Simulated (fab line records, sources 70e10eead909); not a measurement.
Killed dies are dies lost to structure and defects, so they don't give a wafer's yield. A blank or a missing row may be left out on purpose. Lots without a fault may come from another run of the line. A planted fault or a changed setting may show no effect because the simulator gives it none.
Chamber matching | flow nand_harc | NHARC_A_M1_DESCUM_14 on rie_diel-07: 4 sister chambers
The step chemistry O2, time 3 s. 4 wafers are shown with their chamber, then 9 later ones without.

WAFERS WITH THEIR CHAMBER
wafer  | chamber | drypump_motor_current_A (A)
L080.1 | 2       | 5.8
L083.1 | 3       | 6.5
L087.4 | 0       | 5.2
L087.5 | 1       | 6.3

WAFERS WITHOUT THEIR CHAMBER
wafer  | drypump_motor_current_A (A)
L086.1 | 6.5
L086.3 | 6.3
L086.6 | 6.5
L092.1 | 5.8
L092.3 | 6.3
L092.5 | 5.8
L097.3 | 6.5
L097.4 | 6.4
L097.6 | 5.2

WHICH CHAMBER EACH WENT THROUGH
wafer  | from the rows above     | in truth
L086.1 | 3                       | 3
L086.3 | 1                       | 1
L086.6 | 3                       | 3
L092.1 | 2                       | 2
L092.3 | 1                       | 1
L092.5 | 2                       | 2
L097.3 | 3                       | 3
L097.4 | can't be placed: 3 or 1 | 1
L097.6 | 0                       | 0
Placed correctly: 8 of 9. Can't be placed from these rows: 1 (the true chamber is among the candidates in 1). Placed wrongly: 0.
How it was worked out, from the rows above alone: a wafer's distance from a chamber is the root of the sum, over the readings, of the square of ((its reading less the chamber's mean) divided by the reading's scatter). The wafer belongs to the nearest chamber; if the next one is less than 2 further off, it can't be placed. A chamber's mean is the mean of its shown wafers. The scatter: with one shown wafer a chamber, the root of the mean of the squares of how far each hidden wafer lies from its nearest shown one.
